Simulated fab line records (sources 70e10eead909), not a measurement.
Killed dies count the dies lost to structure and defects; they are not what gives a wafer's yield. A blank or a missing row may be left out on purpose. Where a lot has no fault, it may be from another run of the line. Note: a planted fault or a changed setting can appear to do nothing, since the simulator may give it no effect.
One fault seen from 2 desks / flow nand_harc / each desk holds nothing but its own numbers, with what lay behind them at the end

## AT THE TOOL OWNER'S DESK: rie_diel-13
The tool's own readings at NHARC_THIN_TSV_ETCHBACK_48 (etches the open film in C4F8/Ar, target depth 1028.5 nm, time 405.17 s): means of the sampled wafers that have a number, for each lot that ran on this tool. The brackets show how far a lot's mean lies from the usual mean; more than 4 standard deviations puts the lot out of limits, marked OUT.
Columns: A = oes_product_au at NHARC_THIN_TSV_ETCHBACK_48, usual 0.94 a.u.; B = rf_vpp_V at NHARC_THIN_TSV_ETCHBACK_48, usual 548 V
lot=L102; first seen here=day 23 23:59; A=1.00; B=551
lot=L104; first seen here=day 24 12:19; A=0.92; B=549
lot=L105; first seen here=day 25 07:14; A=0.92; B=551
lot=L110; first seen here=day 27 15:49; A=0.93; B=548
lot=L112; first seen here=day 28 18:35; A=0.95; B=551
lot=L117; first seen here=day 29 16:34; A=0.91; B=548
lot=L119; first seen here=day 30 18:48; A=0.97; B=549
lot=L118; first seen here=day 31 02:31; A=1.01; B=550
This desk's finding: nothing out of limits on any of the 8 lots.

## METROLOGY DESK
What the gauges read, lot by lot, whatever tool the lot ran on: means of the sampled wafers that have a number. The brackets show how far a lot's mean lies from the usual mean; more than 4 standard deviations puts the lot out of limits, marked OUT.
Columns: A = cd_nm at NHARC_A_BONDPAD_CD_MEAS_13, usual 499.8 nm
lot=L102; first seen here=day 23 03:41; A=498.8
lot=L104; first seen here=day 23 19:22; A=497.1
lot=L105; first seen here=day 24 14:42; A=502.1
lot=L107; first seen here=day 25 11:05; A=502.1
lot=L109; first seen here=day 26 12:22; A=499.0
lot=L110; first seen here=day 26 21:31; A=499.8
lot=L112; first seen here=day 28 01:19; A=498.5
lot=L117; first seen here=day 28 23:16; A=498.6
lot=L119; first seen here=day 30 01:53; A=501.0
lot=L118; first seen here=day 30 08:28; A=499.6
lot=L120; first seen here=day 31 04:09; A=500.0
lot=L123; first seen here=day 32 00:35; A=499.1
lot=L122; first seen here=day 32 07:11; A=498.8
This desk's finding: nothing out of limits on any of the 13 lots.

## BROUGHT TOGETHER
The tool owner's desk saw nothing out of limits.
Metrology desk: nothing out of limits seen.

## WHAT WAS PUT IN BY THE SIMULATOR
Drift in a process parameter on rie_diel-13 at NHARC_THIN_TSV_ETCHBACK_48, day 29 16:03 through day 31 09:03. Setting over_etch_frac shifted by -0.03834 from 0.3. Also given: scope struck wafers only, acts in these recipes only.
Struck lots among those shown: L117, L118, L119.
